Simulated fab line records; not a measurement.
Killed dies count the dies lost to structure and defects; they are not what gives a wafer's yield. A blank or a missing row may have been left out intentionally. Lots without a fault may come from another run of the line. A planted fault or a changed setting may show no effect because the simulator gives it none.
Chamber matching ; flow n5_finfet ; N5_BEOL_M8_ETCH_61 on rie_diel-01 has 4 sister chambers
The step etches SiARC in CF4, target depth 45.5 nm, time 75.8 s. 7 wafers are shown with their chamber, then 8 later ones without.

== WAFERS PAIRED WITH THEIR CHAMBERS ==
wafer;chamber;showerhead_plenum_p_Torr (Torr);etch_rf_on_time_s (s)
L079.2;0;2.18;72
L081.2;0;2.17;72
L082.1;3;2.15;78
L082.3;2;2.29;80
L085.4;3;2.14;78
L085.5;1;2.20;77
L088.2;1;2.19;76

== WAFERS MISSING THEIR CHAMBER ==
wafer;showerhead_plenum_p_Torr (Torr);etch_rf_on_time_s (s)
L088.4;2.14;78
L088.6;2.14;77
L090.3;2.28;79
L090.5;2.29;79
L090.6;2.14;78
L092.3;2.14;78
L092.4;2.19;77
L092.5;2.29;80

== WHICH CHAMBER EACH ONE RAN IN ==
wafer;from the rows above;in truth
L088.4;3;3
L088.6;3;3
L090.3;2;2
L090.5;2;2
L090.6;3;3
L092.3;3;3
L092.4;1;1
L092.5;2;2
Placed correctly: 8 of 8. Number that these rows cannot place: 0. 0 placed wrongly.
How it was worked out, from the rows above alone: a wafer's distance from a chamber is the root of the sum, over the readings, of the square of ((its reading less the chamber's mean) divided by the reading's scatter). The wafer belongs to the nearest chamber; if the next one is less than 2 further off, it can't be placed. A chamber's mean is the mean of its shown wafers. The scatter: the root of (the sum of the squares of (reading less its chamber's mean) over the shown wafers, divided by (wafers less chambers)).
